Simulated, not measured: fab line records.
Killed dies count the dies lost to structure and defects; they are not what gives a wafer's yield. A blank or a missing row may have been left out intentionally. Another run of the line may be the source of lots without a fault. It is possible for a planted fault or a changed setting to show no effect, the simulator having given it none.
Which of the tools did it? -- flow nand_harc -- 17 wafers from 6 lots sampled at 6 of the route's 1302 steps

## WHAT THE GAUGES SHOWED, per wafer
NHARC_END_SORT_01.
lot,measured,on,killed_at_array
L263,day 30 02:07,prober-01,75 85

## TOOL THAT RAN EACH LOT (tool first, then ch and the chambers of the sampled wafers, then the start)
lot,NHARC_A_WL_FILL_CVD_03,NHARC_A_WL_FILL_STRIP_27,NHARC_A_WL_FILL_ETCHBACK_17,NHARC_A_WL_FILL_CVD_20,NHARC_A_WL_FILL_CMP_12
L257,"cvd_w-01 ch 0,1, day 21 13:11","plasma_asher-02 ch 1, day 21 13:56","rie_metal-03 ch 0,1, day 22 00:05","cvd_w-01 ch 1, day 22 05:38","cmp-03 ch 1,3, day 22 05:48"
L263,"cvd_w-01 ch 0,1, day 24 08:57","plasma_asher-02 ch 0, day 24 09:37","rie_metal-02 ch 0,1, day 24 19:14","cvd_w-02 ch 0,1, day 25 00:56","cmp-02 ch 1,2, day 25 01:05"
L267,"cvd_w-02 ch 0,1, day 24 18:50","plasma_asher-02 ch 0,1, day 24 19:34","rie_metal-03 ch 0, day 25 05:20","cvd_w-01 ch 0,1, day 25 11:03","cmp-02 ch 0,1, day 25 11:13"
L272,"cvd_w-02 ch 0,1, day 27 05:10","plasma_asher-02 ch 0,1, day 27 05:52","rie_metal-03 ch 0,1, day 27 16:05","cvd_w-02 ch 0,1, day 27 21:37","cmp-02 ch 0,3, day 27 21:50"
L273,"cvd_w-01 ch 0,1, day 28 12:44","plasma_asher-02 ch 0,1, day 28 13:23","rie_metal-02 ch 0,1, day 29 04:33","cvd_w-02 ch 0,1, day 29 10:20","cmp-04 ch 2,3, day 29 10:28"
L277,"cvd_w-02 ch 0, day 29 23:15","plasma_asher-02 ch 0,1, day 30 00:29","rie_metal-02 ch 1, day 30 11:20","cvd_w-02 ch 0,1, day 30 16:57","cmp-04 ch 1,2, day 30 17:08"
- NHARC_A_WL_FILL_CVD_03: deposits W, target thk 40 nm, time 279 s.
- NHARC_A_WL_FILL_STRIP_27: strips in N2/H2, time 20 s.
- NHARC_A_WL_FILL_ETCHBACK_17: etches the open film in Cl2/BCl3, target depth 4 nm, time 26.7 s.
- NHARC_A_WL_FILL_CVD_20: deposits W, target thk 100 nm, time 74 s.
- NHARC_A_WL_FILL_CMP_12: polishes, t overpolish 30 s, target thk 100 nm.

## THE ANSWER, worked out from the rows above alone
Rule: usual is defined by the lots themselves. The widest of any qualifying gaps counts: lots, ordered by their means at a reading, are off when they make up no more than a third of the lots, leave a main group of 4 or more, and stand apart from it by 3 or more times the standard deviation of that group's means. The tables above print the reading to a certain number of digits; a main group whose means all agree to those digits is not used. A lot without any number at a reading at which 4 lots or more have one is off too. Where the step has rows for the other lots, those lots are counted as sound.
No lot is off at any reading shown: from this, nothing can be told.

## WHAT WAS PUT IN BY THE SIMULATOR
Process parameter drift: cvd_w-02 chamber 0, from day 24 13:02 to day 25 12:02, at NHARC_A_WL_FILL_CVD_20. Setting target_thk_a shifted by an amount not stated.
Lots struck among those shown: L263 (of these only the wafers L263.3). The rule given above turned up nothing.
